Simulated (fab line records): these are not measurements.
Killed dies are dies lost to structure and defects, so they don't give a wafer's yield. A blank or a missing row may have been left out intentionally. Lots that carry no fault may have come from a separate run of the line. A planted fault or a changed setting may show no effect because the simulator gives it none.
The tool behind it: which one? :: flow n5 finfet :: route of 1938 steps, sampled at 1 step: 12 lots, 36 wafers

WHAT THE GAUGES SHOWED, per wafer
N5_BEOL_M13_INSPECT_12: inspects for defects (macro).
lot: L074
measured: day 11 02:23
on: defect inspect-02
raw defect count: 2 0 4

lot: L077
measured: day 11 14:57
on: defect inspect-01
raw defect count: 2 3 2

lot: L079
measured: day 12 04:02
on: defect inspect-02
raw defect count: 2 0 3

lot: L081
measured: day 12 20:54
on: defect inspect-02
raw defect count: 5 2 4

lot: L083
measured: day 13 04:28
on: defect inspect-02
raw defect count: 2 4 3

lot: L085
measured: day 13 17:53
on: defect inspect-01
raw defect count: 2 3 1

lot: L087
measured: day 14 12:38
on: defect inspect-02
raw defect count: 1 1 0

lot: L090
measured: day 14 17:44
on: defect inspect-02
raw defect count: 1 2 3

lot: L089
measured: day 15 05:48
on: defect inspect-01
raw defect count: 4 2 0

lot: L094
measured: day 15 17:11
on: defect inspect-01
raw defect count: 1 2 2

lot: L095
measured: day 16 07:04
on: defect inspect-02
raw defect count: 0 2 1

lot: L097
measured: day 17 00:26
on: defect inspect-01
raw defect count: 1 3 4

EACH LOT AND THE TOOL THAT RAN IT (in order: tool; ch and the chambers of the sampled wafers; start)
Before these readings, the record contains no process step.

THE ANSWER, worked out from the rows above alone
Rule: what is usual is taken from the lots themselves. The widest of any qualifying gaps counts: lots, ordered by their means at a reading, are off when they make up no more than a third of the lots, leave a main group of 4 or more, and stand apart from it by 3 or more times the standard deviation of that group's means. A main group is skipped when, at the precision printed for the reading in the tables above, its means are all equal. Also off: a lot with no number at a reading for which 4 or more lots have one. All remaining lots with rows at the step are treated as sound.
Across all readings shown, no lot is off: no conclusion can be drawn from this.

WHAT THE SIMULATOR PUT IN
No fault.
